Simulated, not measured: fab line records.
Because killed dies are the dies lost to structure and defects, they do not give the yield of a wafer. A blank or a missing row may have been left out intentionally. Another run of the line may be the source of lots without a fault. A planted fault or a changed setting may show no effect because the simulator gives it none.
fab line records + flow n5_finfet
[record]
- lots = 9
- wafers = 26
- last_day = 19
route steps=1938 shown SD_EPI_P@306 ILD0@340 BEOL_M4@1111
lots with no fault: from the same line, run without faults
start_h: start of the lot's first displayed wafer, in hours after the record's first day + wait_h: time in hours since the lot's previous step + " as in the row above + L1.1+2: a single row standing in for several wafers + - no value present, or no start provided + * or withheld: withheld + < > ~ a bound
route shown NAME@n: a module of which the file shows steps, and the number in the route of the first + usual: the fault-free wafers' mean and standard deviation + same: alike in all rows + chamber/n: place in a boat + sites: the reading at each site + _std_site: their standard deviation + _edge_site: outer sites' mean less inner sites' + radius_mm: for every site, how far away it sits from the centre of the wafer + mask NAME#n: copy n + behind: tool/chamber where the wafer was last shaped + hold: why the lot was held/for how many hours/how that ended + device: which transistor (n, p or np) failed to switch + end of line: at the end of the route, the tests of the same wafers + for a step that has no rows: nothing shown but its recipe + killed: dies that structure and defects cost at the first sort, which is not the same as the wafer's yield + map: dies across one wafer; x = killed, . = not, _ = none there
set.NAME: the setting that was run; set.NAME@STEP: the one run at that earlier step + model.NAME: the simulator's own value behind a step, which no gauge read
one table for each step of the route and one row for each wafer, over a sample of lots
services: a tool's chamber out of use, with start hour (start_h, from the record's first day; less than 0 if before it), hours out, and reason
[[steps]]
[step N5_SD_EPI_P_DESCUM_14]
[recipe]
- chemistry = O2
- time_s = 7.9
- source_power_w = 50
- bias_power_w = 20
- pressure_mtorr = 20
- rf_frequency_hz = 2.712e+07
- temp_c = 40
- resist = CAR-ArF-block
- o2_flow_sccm = 225
[usual]
- drypump_motor_current_A = 5.8/0.5
- oes_product_au = 0.76/0.056
- rf_vpp_V = 243.3/1.3
- showerhead_plenum_p_Torr = 2.10/0.065
- throttle_valve_pct = 20.52/0.2
| lot.wafer | tool        | chamber | start_h | wait_h | drypump_motor_current_A | oes_product_au | rf_hours_counter_h | rf_vpp_V | showerhead_plenum_p_Torr | throttle_valve_pct |
|-----------|-------------|---------|---------|--------|-------------------------|----------------|--------------------|----------|--------------------------|--------------------|
| L381.2    | rie_diel-01 | 2       | 61.90   | 0.0    | 5.7                     | 0.78           | 128                | 243.7    | 2.17                     | 20.44              |
| L381.3    | "           | 0       | "       | "      | 6.2                     | 0.69           | 223                | 242.1    | 2.07                     | 20.29              |
| L381.5    | "           | 3       | "       | "      | 6.2                     | 0.77           | -                  | 244.5    | 2.19                     | 20.21              |
| L389.1    | rie_diel-01 | 1       | 108.58  | 0.0    | 6.2                     | 0.73           | 170                | 241.9    | 1.99                     | 20.53              |
| L389.2    | "           | 0       | "       | "      | 6.2                     | 0.69           | 237                | 242.5    | 2.06                     | 20.30              |
| L389.3    | "           | 2       | "       | "      | 5.7                     | 0.78           | 143                | 244.2    | 2.16                     | 20.46              |
| L393.2    | rie_diel-01 | 2       | 132.74  | 0.0    | 5.7                     | 0.78           | 150                | 244.5    | 2.16                     | 20.46              |
| L393.5    | "           | 3       | "       | "      | 6.2                     | 0.76           | -                  | 243.6    | 2.19                     | 20.24              |
| L394.3    | rie_diel-04 | 1       | 140.71  | 0.0    | 6.1                     | 0.80           | 108                | 241.7    | 2.01                     | 20.70              |
| L394.5    | "           | 2       | "       | "      | 5.2                     | 0.71           | -                  | 242.6    | 2.06                     | 20.58              |
| L394.6    | "           | 3       | "       | "      | 5.9                     | 0.76           | -                  | 240.7    | 2.07                     | 20.47              |
| L397.1    | rie_diel-01 | 1       | 155.18  | 0.2    | 6.3                     | 0.72           | 182                | 241.1    | 1.98                     | 20.53              |
| L397.4    | "           | 2       | "       | "      | 5.7                     | 0.76           | 157                | 243.8    | 2.16                     | 20.46              |
| L397.6    | "           | 0       | "       | "      | 6.1                     | 0.68           | -                  | 241.8    | 2.06                     | 20.33              |
| L398.2    | rie_diel-03 | 3       | 161.00  | 0.0    | 6.4                     | 0.86           | 59                 | 242.1    | 2.05                     | 20.41              |
| L398.3    | "           | 0       | "       | "      | 5.0                     | 0.73           | 152                | 243.3    | 2.10                     | 20.82              |
| L398.6    | "           | 1       | "       | "      | 6.1                     | 0.73           | -                  | 242.9    | 2.18                     | 20.70              |
| L399.1    | rie_diel-03 | 1       | 169.75  | 0.1    | 6.1                     | 0.73           | 192                | 244.9    | 2.18                     | 20.68              |
| L399.3    | "           | 3       | "       | "      | 6.4                     | 0.85           | 61                 | 242.0    | 2.05                     | 20.40              |
| L399.5    | "           | 0       | "       | "      | 5.0                     | 0.72           | -                  | 241.9    | 2.10                     | 20.83              |
| L402.1    | rie_diel-03 | 0       | 184.30  | 0.1    | 5.0                     | 0.73           | 156                | 244.4    | 2.10                     | 20.82              |
| L402.3    | "           | 1       | "       | "      | 6.1                     | 0.72           | 196                | 244.4    | 2.18                     | 20.69              |
| L402.4    | "           | 2       | "       | "      | 4.7                     | 0.77           | 148                | 245.1    | 2.19                     | 20.86              |
| L403.1    | rie_diel-04 | 1       | 195.91  | 0.0    | 6.1                     | 0.79           | 123                | 242.2    | 2.01                     | 20.73              |
| L403.3    | "           | 3       | "       | "      | 5.9                     | 0.75           | 172                | 241.9    | 2.07                     | 20.48              |
| L403.6    | "           | 3       | "       | "      | 5.9                     | 0.75           | -                  | 243.8    | 2.07                     | 20.49              |
[step N5_SD_EPI_P_ETCH_37]
[recipe]
- chemistry = N2/H2
- target = SOC
- overetch_a = 1080
- mask_material = SiARC
- temp_c = 40
- ion_energy_ev = 100
- source_w = 3000
- bias_w = 133
- pressure_mtorr = 20
- time_s = 486
- n2_flow_sccm = 200
- h2_flow_sccm = 200
- ends = end_point
[usual]
- drypump_motor_current_A = 5.8/0.5
- h2_flow_sccm = 200.0/0.57
- oes_product_au = 0.68/0.046
- rf_vpp_V = 240.9/1.2
- showerhead_plenum_p_Torr = 2.56/0.072
- throttle_valve_pct = 24.0/0.31
| lot.wafer | tool        | chamber | start_h | wait_h | drypump_motor_current_A | h2_flow_sccm | oes_product_au | rf_hours_counter_h | rf_vpp_V | showerhead_plenum_p_Torr | throttle_valve_pct |
|-----------|-------------|---------|---------|--------|-------------------------|--------------|----------------|--------------------|----------|--------------------------|--------------------|
| L381.2    | rie_diel-01 | 2       | 61.99   | 0.0    | 5.7                     | 199.8        | 0.71           | 128                | 242.7    | 2.65                     | 23.9               |
| L381.3    | "           | 0       | "       | "      | 6.1                     | 200.3        | 0.63           | 223                | 240.8    | 2.52                     | 23.5               |
| L381.5    | "           | 3       | "       | "      | 6.2                     | 199.6        | 0.69           | -                  | 241.1    | 2.67                     | 23.8               |
| L389.1    | rie_diel-01 | 1       | 108.67  | 0.0    | 6.3                     | 200.7        | 0.65           | 170                | 239.7    | 2.44                     | 24.2               |
| L389.2    | "           | 0       | "       | "      | 6.1                     | 199.7        | 0.63           | 237                | 240.3    | 2.51                     | 23.5               |
| L389.3    | "           | 2       | "       | "      | 5.7                     | 201.0        | 0.71           | 143                | 242.2    | 2.64                     | 23.9               |
| L393.2    | rie_diel-01 | 2       | 132.83  | 0.0    | 5.7                     | 199.5        | 0.70           | 150                | 242.5    | 2.64                     | 23.9               |
| L393.5    | "           | 3       | "       | "      | 6.2                     | 199.8        | 0.68           | -                  | 241.0    | 2.66                     | 23.8               |
| L394.3    | rie_diel-04 | 1       | 140.80  | 0.0    | 6.1                     | 199.4        | 0.71           | 108                | 239.5    | 2.47                     | 24.6               |
| L394.5    | "           | 2       | "       | "      | 5.2                     | 200.5        | 0.64           | -                  | 240.8    | 2.51                     | 24.1               |
| L394.6    | "           | 3       | "       | "      | 5.9                     | 199.4        | 0.67           | -                  | 240.2    | 2.54                     | 24.0               |
| L397.1    | rie_diel-01 | 1       | 155.27  | 0.0    | 6.3                     | 199.7        | 0.64           | 182                | 239.3    | 2.44                     | 24.2               |
| L397.4    | "           | 2       | "       | "      | 5.7                     | 200.0        | 0.69           | 157                | 243.3    | 2.64                     | 23.9               |
| L397.6    | "           | 0       | "       | "      | 6.2                     | 199.7        | 0.62           | -                  | 239.1    | 2.51                     | 23.5               |
| L398.2    | rie_diel-03 | 3       | 161.09  | 0.0    | 6.4                     | 199.8        | 0.75           | 59                 | 240.4    | 2.47                     | 23.6               |
| L398.3    | "           | 0       | "       | "      | 5.0                     | 200.1        | 0.66           | 152                | 239.9    | 2.56                     | 24.3               |
| L398.6    | "           | 1       | "       | "      | 6.1                     | 201.2        | 0.66           | -                  | 240.3    | 2.63                     | 23.9               |
| L399.1    | rie_diel-03 | 1       | 169.84  | 0.0    | 6.1                     | 200.2        | 0.66           | 193                | 241.4    | 2.63                     | 23.9               |
| L399.3    | "           | 3       | "       | "      | 6.4                     | 200.3        | 0.76           | 61                 | 238.9    | 2.47                     | 23.6               |
| L399.5    | "           | 0       | "       | "      | 5.0                     | 200.8        | 0.65           | -                  | 242.1    | 2.55                     | 24.3               |
| L402.1    | rie_diel-03 | 0       | 184.39  | 0.0    | 5.0                     | 199.9        | 0.65           | 156                | 241.8    | 2.55                     | 24.3               |
| L402.3    | "           | 1       | "       | "      | 6.1                     | 200.0        | 0.66           | 196                | 240.5    | 2.63                     | 23.9               |
| L402.4    | "           | 2       | "       | "      | 4.7                     | 201.0        | 0.68           | 148                | 242.4    | 2.64                     | 24.1               |
| L403.1    | rie_diel-04 | 1       | 196.01  | 0.0    | 6.1                     | 200.4        | 0.70           | 124                | 239.4    | 2.46                     | 24.6               |
| L403.3    | "           | 3       | "       | "      | 6.0                     | 199.6        | 0.67           | 173                | 240.0    | 2.54                     | 24.0               |
| L403.6    | "           | 3       | "       | "      | 6.0                     | 200.5        | 0.66           | -                  | 240.8    | 2.54                     | 24.0               |
[step N5_ILD0_CMP_07]
[recipe]
- stop_on = poly-Si
- material = SiO2_flowable
- t_overpolish_s = 1.18
- post_cmp_clean = alkaline_brush
- down_force_psi = 4.1491
- platen_rpm = 51.796
- pad_velocity_m_s = 1.0306
- target_thk_nm = 138.88
[usual]
- head_pressure_psi = 4.149/0.0085
- motor_current_A = 12.4/1.2
| lot.wafer | tool   | chamber | start_h | wait_h | head_pressure_psi | motor_current_A |
|-----------|--------|---------|---------|--------|-------------------|-----------------|
| L381.2    | cmp-04 | 1       | 69.99   | 0.1    | 4.146             | 11.6            |
| L381.3    | "      | 2       | "       | "      | 4.161             | 12.1            |
| L381.5    | "      | 0       | "       | "      | 4.145             | 12.5            |
| L389.2    | cmp-04 | 3       | 115.80  | 0.0    | 4.154             | 12.9            |
| L389.3    | "      | 0       | "       | "      | 3.876             | 12.6            |
| L389.1    | "      | 2       | "       | "      | 4.154             | 12.5            |
| L393.2    | cmp-02 | 0       | 141.28  | 0.1    | 4.142             | 10.7            |
| L393.5    | "      | 2       | "       | "      | 4.146             | 12.3            |
| L394.3    | cmp-02 | 3       | 148.00  | 0.1    | 4.152             | 13.4            |
| L394.6    | "      | 1       | "       | "      | 4.167             | 11.3            |
| L394.5    | "      | 2       | "       | "      | 4.137             | 12.2            |
| L397.4    | cmp-02 | 2       | 162.59  | 0.0    | 4.154             | 12.5            |
| L397.1    | "      | 3       | "       | "      | 4.148             | 13.6            |
| L397.6    | "      | 3       | "       | "      | 4.148             | 13.4            |
| L398.3    | cmp-03 | 0       | 168.31  | 0.1    | 4.141             | 14.7            |
| L398.2    | "      | 1       | "       | "      | 4.157             | 10.2            |
| L398.6    | "      | 0       | "       | "      | 4.151             | 15.5            |
| L399.3    | cmp-02 | 0       | 177.85  | 0.1    | 4.157             | 11.0            |
| L399.1    | "      | 2       | "       | "      | 4.155             | 11.7            |
| L399.5    | "      | 3       | "       | "      | 4.128             | 13.7            |
| L402.4    | cmp-03 | 0       | 192.06  | 0.0    | 4.146             | 14.5            |
| L402.1    | "      | 2       | "       | "      | 4.160             | 13.5            |
| L402.3    | "      | 3       | "       | "      | 4.142             | 13.1            |
| L403.3    | cmp-04 | 3       | 203.31  | 0.2    | 4.150             | 13.2            |
| L403.1    | "      | 1       | "       | "      | 4.140             | 12.2            |
| L403.6    | "      | 3       | "       | "      | 4.156             | 12.6            |
[step N5_ILD0_ALD_15]
[recipe]
- material = SiNx
- target_thk_a = 240
- temp_c = 400
- ald_precursor_family = SiH2I2
- ald_co_reactant = N2/H2-plasma
- pulse_time_s = 1
- ald_cycles = 480
- purge_time_s = 2
- co_reactant_purge_time_s = 2
- pressure_torr = 2
[usual]
- heater_power_w = 854/70
- precursor_pulse_height_rel = 0.997/0.02
| lot.wafer | tool       | chamber | start_h | wait_h | heater_power_w | precursor_pulse_height_rel |
|-----------|------------|---------|---------|--------|----------------|----------------------------|
| L381.2    | ald_sin-03 | 3       | 70.97   | 0.5    | 896            | 1.011                      |
| L381.3    | "          | 2       | "       | "      | 753            | 1.007                      |
| L381.5    | "          | 1       | 72.05   | 1.2    | 883            | 0.997                      |
| L389.1    | ald_sin-03 | 3       | 116.83  | 0.6    | 880            | 0.990                      |
| L389.2    | "          | 2       | "       | "      | 768            | 0.986                      |
| L389.3    | "          | 0       | "       | "      | 793            | 1.005                      |
| L393.2    | ald_sin-02 | 1       | 142.23  | 0.5    | 939            | 0.995                      |
| L393.5    | "          | 2       | 143.32  | 1.2    | 973            | 0.984                      |
| L394.3    | ald_sin-01 | 3       | 148.93  | 0.4    | 869            | 1.008                      |
| L394.5    | "          | 0       | 150.02  | 1.2    | 819            | 1.002                      |
| L394.6    | "          | 3       | "       | "      | 856            | 1.014                      |
| L397.1    | ald_sin-02 | 3       | 163.60  | 0.6    | 913            | 0.989                      |
| L397.4    | "          | 1       | "       | "      | 969            | 1.032                      |
| L397.6    | "          | 2       | 164.68  | 1.1    | 989            | 0.975                      |
| L398.2    | ald_sin-02 | 3       | 169.55  | 0.7    | 918            | 0.989                      |
| L398.3    | "          | 1       | "       | "      | 982            | 1.007                      |
| L398.6    | "          | 2       | 170.64  | 1.2    | 960            | 0.989                      |
| L399.1    | ald_sin-01 | 0       | 179.04  | 0.8    | 823            | 1.014                      |
| L399.3    | "          | 2       | "       | "      | 832            | 0.977                      |
| L399.5    | "          | 1       | 180.12  | 1.4    | 808            | 1.037                      |
| L402.1    | ald_sin-02 | 0       | 193.07  | 0.6    | 755            | 0.977                      |
| L402.3    | "          | 2       | "       | "      | 936            | 0.985                      |
| L402.4    | "          | 3       | "       | "      | 967            | 0.983                      |
| L403.1    | ald_sin-02 | 1       | 204.30  | 0.6    | 962            | 0.987                      |
| L403.3    | "          | 3       | "       | "      | 976            | 0.983                      |
| L403.6    | "          | 3       | 205.38  | 1.1    | 985            | 1.008                      |
[step N5_BEOL_M4_RC_MEAS_101]
[usual]
- DIBL_N = 36.0/1.6
- DIBL_P = 35.8/2
- IOFF_N = 0.152/0.03
- IOFF_P = 0.20/0.031
- ION_N = 670/12
- ION_P = 459/7.4
- SS_N = 71.5/0.56
- SS_P = 73.2/0.64
- VT_N = 251/3.5
- VT_P = -252/3.3
| lot.wafer | tool      | chamber | start_h | wait_h | DIBL_N[mV/V] | DIBL_P[mV/V] | IOFF_N[nA/um] | IOFF_P[nA/um] | ION_N[uA/um] | ION_P[uA/um] | SS_N[mV/dec] | SS_P[mV/dec] | VT_N[mV] | VT_P[mV] |
|-----------|-----------|---------|---------|--------|--------------|--------------|---------------|---------------|--------------|--------------|--------------|--------------|----------|----------|
| L381.2    | prober-02 | 0       | 203.82  | 0.2    | 36.7         | 35.8         | 0.154         | 0.20          | 674          | 462          | 72.0         | 73.0         | 251      | -253     |
| L381.3    | "         | 0       | "       | "      | 36.7         | 35.5         | 0.141         | 0.19          | 657          | 454          | 71.0         | 73.0         | 254      | -254     |
| L381.5    | "         | 0       | "       | "      | 33.5         | 31.3         | 0.101         | 0.15          | 650          | 450          | 71.0         | 72.1         | 255      | -256     |
| L389.1    | prober-01 | 0       | 247.01  | 0.0    | 33.3         | 33.0         | 0.110         | 0.16          | 659          | 457          | 71.8         | 72.7         | 253      | -254     |
| L389.2    | "         | 0       | "       | "      | 34.2         | 35.2         | 0.129         | 0.19          | 661          | 457          | 71.1         | 73.3         | 252      | -252     |
| L389.3    | "         | 0       | "       | "      | 36.2         | 38.0         | 0.170         | 0.23          | 678          | 463          | 71.6         | 73.7         | 249      | -247     |
| L393.2    | prober-02 | 0       | 262.26  | 0.2    | 37.8         | 39.2         | 0.176         | 0.22          | 676          | 456          | 71.8         | 73.7         | 249      | -252     |
| L393.5    | "         | 0       | "       | "      | 36.2         | 37.3         | 0.152         | 0.19          | 668          | 456          | 71.5         | 73.2         | 251      | -254     |
| L394.3    | prober-01 | 0       | 285.29  | 0.3    | 34.8         | 36.5         | 0.157         | 0.21          | 672          | 461          | 71.3         | 72.7         | 249      | -250     |
| L394.5    | "         | 0       | "       | "      | 37.0         | 39.1         | 0.203         | 0.26          | 695          | 470          | 71.8         | 73.6         | 245      | -246     |
| L394.6    | "         | 0       | "       | "      | 37.5         | 39.4         | 0.224         | 0.26          | 686          | 466          | 72.0         | 73.6         | 243      | -248     |
| L397.1    | prober-02 | 0       | 291.84  | 0.0    | 36.2         | 34.5         | 0.148         | 0.18          | 684          | 464          | 71.2         | 72.7         | 248      | -255     |
| L397.4    | "         | 0       | "       | "      | 37.3         | 34.6         | 0.146         | 0.17          | 674          | 447          | 71.6         | 72.7         | 254      | -255     |
| L397.6    | "         | 0       | "       | "      | 34.6         | 32.2         | 0.120         | 0.16          | 660          | 449          | 70.6         | 72.4         | 253      | -256     |
| L398.2    | prober-02 | 0       | 294.19  | 0.2    | 35.6         | 35.8         | 0.151         | 0.20          | 687          | 469          | 71.3         | 73.7         | 250      | -250     |
| L398.3    | "         | 0       | "       | "      | 35.3         | 35.7         | 0.146         | 0.20          | 674          | 461          | 70.9         | 73.4         | 248      | -251     |
| L398.6    | "         | 0       | "       | "      | 36.1         | 35.7         | 0.150         | 0.20          | 673          | 459          | 71.2         | 72.6         | 249      | -249     |
| L399.1    | prober-02 | 0       | 317.40  | 0.0    | 35.8         | 34.9         | 0.155         | 0.19          | 680          | 462          | 71.8         | 72.8         | 249      | -252     |
| L399.3    | "         | 0       | "       | "      | 33.6         | 31.3         | 0.109         | 0.14          | 653          | 449          | 71.5         | 73.0         | 257      | -256     |
| L399.5    | "         | 0       | "       | "      | 34.9         | 33.4         | 0.135         | 0.17          | 674          | 463          | 71.9         | 72.8         | 250      | -253     |
| L402.1    | prober-01 | 0       | 342.77  | 0.0    | 35.3         | 36.1         | 0.156         | 0.23          | 681          | 467          | 71.0         | 73.7         | 248      | -249     |
| L402.3    | "         | 0       | "       | "      | 35.7         | 36.1         | 0.171         | 0.22          | 677          | 468          | 71.2         | 74.0         | 249      | -250     |
| L402.4    | "         | 0       | "       | "      | 37.0         | 37.1         | 0.177         | 0.23          | 676          | 465          | 71.9         | 74.4         | 251      | -250     |
| L403.1    | prober-02 | 0       | 347.34  | 0.0    | 34.3         | 34.4         | 0.129         | 0.17          | 655          | 454          | 70.4         | 72.7         | 250      | -253     |
| L403.3    | "         | 0       | "       | "      | 31.8         | 30.1         | 0.087         | 0.11          | 632          | 435          | 71.7         | 71.6         | 259      | -261     |
| L403.6    | "         | 0       | "       | "      | 33.2         | 32.1         | 0.113         | 0.14          | 658          | 449          | 71.2         | 72.2         | 255      | -258     |
[[services]]
| tool        | chamber | start_h | hours | kind   |
|-------------|---------|---------|-------|--------|
| cmp-02      | -       | 51.20   | 4.0   | pm     |
| cmp-02      | -       | 60.60   | 6.8   | pm     |
| cmp-02      | -       | 68.98   | 0.6   | repair |
| cmp-02      | -       | 84.20   | 0.8   | repair |
| cmp-04      | -       | 91.55   | 4.4   | repair |
| cmp-02      | -       | 94.97   | 13.4  | pm     |
| ald_sin-02  | -       | 106.72  | 1.6   | repair |
| cmp-02      | -       | 115.04  | 3.9   | repair |
| rie_diel-04 | 2       | 115.56  | 19.2  | repair |
| cmp-04      | -       | 126.33  | 2.0   | repair |
| cmp-04      | -       | 131.62  | 7.0   | repair |
| rie_diel-01 | 3       | 139.01  | 5.3   | repair |
| cmp-04      | -       | 141.32  | 3.6   | pm     |
| cmp-04      | -       | 148.68  | 4.0   | pm     |
| rie_diel-04 | 2       | 153.49  | 7.9   | repair |
| rie_diel-03 | 2       | 154.27  | 4.0   | repair |
| cmp-04      | -       | 155.04  | 0.3   | repair |
| cmp-04      | -       | 168.52  | 5.7   | pm     |
| cmp-04      | -       | 174.28  | 2.0   | repair |
| rie_diel-01 | 3       | 175.59  | 15.8  | repair |
| ald_sin-02  | -       | 176.82  | 14.0  | pm     |
| rie_diel-03 | -       | 179.33  | 2.8   | pm     |
| ald_sin-02  | 3       | 191.22  | 1.4   | repair |
| rie_diel-04 | 2       | 200.78  | 4.9   | repair |
[[key]]
[first_sign]
- step = N5_ILD0_CMP_07
- reading = head_pressure_psi
- direction = down
- sigmas = 32
- usual = 4.149
- struck = 3.876
effect none on later readings
met_at N5_ILD0_CMP_07
struck_lots L389
struck_wafers L389.3
not_acting_at N5_SD_EPI_P_DESCUM_14,N5_SD_EPI_P_ETCH_37,N5_ILD0_ALD_15
onset_between 69.99 115.80
[fault]
- kind = process_parameter_drift
- tool = cmp-04
- chamber = 0
- onset_h = 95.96
- steps = N5_ILD0_CMP_07
- channel = down_force_psi
- offset = -0.26974
- shape = step
- end_h = 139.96
- acts_in = these_recipes_only
- stated = 4.1491
